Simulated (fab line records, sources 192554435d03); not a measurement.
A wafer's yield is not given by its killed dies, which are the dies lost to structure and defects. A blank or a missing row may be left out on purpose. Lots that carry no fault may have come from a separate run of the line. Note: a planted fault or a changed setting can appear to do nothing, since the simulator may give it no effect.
Chamber matching :: flow n5_finfet :: 4 sister chambers for N5_BEOL_M4_ETCH_77 on rie_diel-04
The step etches underlayer in N2/H2, target depth 6.5 nm, time 5.2 s. 4 wafers are shown with their chamber, then 7 later ones without.

WAFERS, EACH WITH ITS CHAMBER
wafer: L077.3
chamber: 2
showerhead_plenum_p_Torr (Torr): 2.52

wafer: L094.3
chamber: 1
showerhead_plenum_p_Torr (Torr): 2.45

wafer: L091.1
chamber: 3
showerhead_plenum_p_Torr (Torr): 2.59

wafer: L091.2
chamber: 0
showerhead_plenum_p_Torr (Torr): 2.69

WAFERS WHOSE CHAMBER IS MISSING
wafer: L091.4
showerhead_plenum_p_Torr (Torr): 2.51

wafer: L096.2
showerhead_plenum_p_Torr (Torr): 2.50

wafer: L096.4
showerhead_plenum_p_Torr (Torr): 2.59

wafer: L096.6
showerhead_plenum_p_Torr (Torr): 2.45

wafer: L097.3
showerhead_plenum_p_Torr (Torr): 2.50

wafer: L097.5
showerhead_plenum_p_Torr (Torr): 2.59

wafer: L097.6
showerhead_plenum_p_Torr (Torr): 2.69

THE CHAMBER EACH PASSED THROUGH
wafer: L091.4
from the rows above: 2
in truth: 2

wafer: L096.2
from the rows above: 2
in truth: 2

wafer: L096.4
from the rows above: 3
in truth: 3

wafer: L096.6
from the rows above: 1
in truth: 1

wafer: L097.3
from the rows above: 2
in truth: 2

wafer: L097.5
from the rows above: 3
in truth: 3

wafer: L097.6
from the rows above: 0
in truth: 0
Correctly placed: 7 of 7. Left unplaced by these rows: 0. 0 placed wrongly.
How it was worked out, from the rows above alone: a wafer's distance from a chamber is the root of the sum, over the readings, of the square of ((its reading less the chamber's mean) divided by the reading's scatter). If the next closest chamber is less than 2 further off than the closest, the wafer can't be placed; otherwise it belongs to the closest. Each chamber's mean is taken over the wafers shown for it. The scatter (one wafer shown for each chamber): square how far every hidden wafer sits from the nearest shown wafer, average those squares and take the square root.
